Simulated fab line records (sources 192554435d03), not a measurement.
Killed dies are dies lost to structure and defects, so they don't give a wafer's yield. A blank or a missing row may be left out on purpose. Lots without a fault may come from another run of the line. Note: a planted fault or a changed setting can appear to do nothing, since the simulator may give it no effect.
One fault seen from 3 desks | flow n5-finfet | every desk sees just its own numbers, and what lay behind them comes last

AT THE TOOL OWNER'S DESK: ald-sin-04
The tool's own readings at N5_BEOL_M1_ALD_98 (deposits SiO2, target thk 2.5 nm, pulse time 1 s, co reactant pulse time 1 s): means of the sampled wafers that have a number, for each lot that ran on this tool. The brackets show how far a lot's mean lies from the usual mean; more than 4 standard deviations puts the lot out of limits, marked OUT.
Columns: A = chamber-pressure-Torr at N5_BEOL_M1_ALD_98, usual 2.001 Torr; B = heater-power-outer-w at N5_BEOL_M1_ALD_98, usual 39.2 W; C = heater-power-w at N5_BEOL_M1_ALD_98, usual 75 W; D = precursor-pulse-height-rel at N5_BEOL_M1_ALD_98, usual 0.996
lot  | first seen here | A     | B    | C  | D
L652 | day 6 02:40     | 2.003 | 38.0 | 74 | 0.982
L663 | day 9 04:01     | 1.998 | 37.6 | 73 | 1.011
L666 | day 9 18:48     | 2.001 | 38.7 | 73 | 1.000
This desk's finding: nothing out of limits on any of the 3 lots.

THE DEFECT DESK
Counts from the inspections along the route, per lot, as means over the sampled wafers that have a number. The brackets show how far a lot's mean lies from the usual mean; more than 4 standard deviations puts the lot out of limits, marked OUT.
Columns: A = raw-defect-count at N5_BEOL_M1_INSPECT_30, usual 406
lot  | first seen here | A
L652 | day 6 02:28     | 417
L660 | day 8 12:20     | 345
L663 | day 9 03:50     | 349
L666 | day 9 18:38     | 315
L673 | day 11 16:20    | 498
L675 | day 11 16:44    | 363
This desk's finding: nothing out of limits on any of the 6 lots.

FROM THE METROLOGY DESK
What the gauges read, lot by lot, whatever tool the lot ran on: means of the sampled wafers that have a number. The brackets show how far a lot's mean lies from the usual mean; more than 4 standard deviations puts the lot out of limits, marked OUT. Readings shown: 7 of its 12, picked as those furthest out on some lot.
Columns: A = cd-nm at N5_BEOL_M1_CD_MEAS_28, usual 24.03 nm; B = V0_OVL at N5_BEOL_M1_OVL_MEAS_29, usual -0.5 nm; C = IOFF_P at N5_BEOL_M4_RC_MEAS_101, usual 0.22 nA/um; D = ION_N at N5_BEOL_M4_RC_MEAS_101, usual 675 uA/um; E = ION_P at N5_BEOL_M4_RC_MEAS_101, usual 463 uA/um; F = SS_P at N5_BEOL_M4_RC_MEAS_101, usual 73.4 mV/dec; G = VT_P at N5_BEOL_M4_RC_MEAS_101, usual -250 mV
lot  | first seen here | A     | B    | C    | D   | E   | F    | G
L652 | day 6 02:23     | 24.31 | -0.3 | 0.20 | 671 | 458 | 74.1 | -254
L660 | day 8 12:15     | 24.11 | 0.1  | 0.21 | 681 | 464 | 72.5 | -250
L663 | day 9 03:45     | 24.06 | -0.8 | 0.21 | 672 | 465 | 73.0 | -249
L666 | day 9 18:32     | 24.04 | -1.6 | 0.26 | 688 | 477 | 73.7 | -245
L673 | day 11 16:14    | 24.13 | -0.7 | 0.23 | 680 | 462 | 73.2 | -250
L675 | day 11 16:38    | 23.94 | -0.3 | 0.22 | 672 | 464 | 72.9 | -249
This desk's finding: nothing out of limits on any of the 6 lots.

PUT TOGETHER
Nothing out of limits was seen by the tool owner's desk.
Nothing out of limits was seen by the defect desk.
The metrology desk saw nothing out of limits.

WHAT WAS PUT IN BY THE SIMULATOR
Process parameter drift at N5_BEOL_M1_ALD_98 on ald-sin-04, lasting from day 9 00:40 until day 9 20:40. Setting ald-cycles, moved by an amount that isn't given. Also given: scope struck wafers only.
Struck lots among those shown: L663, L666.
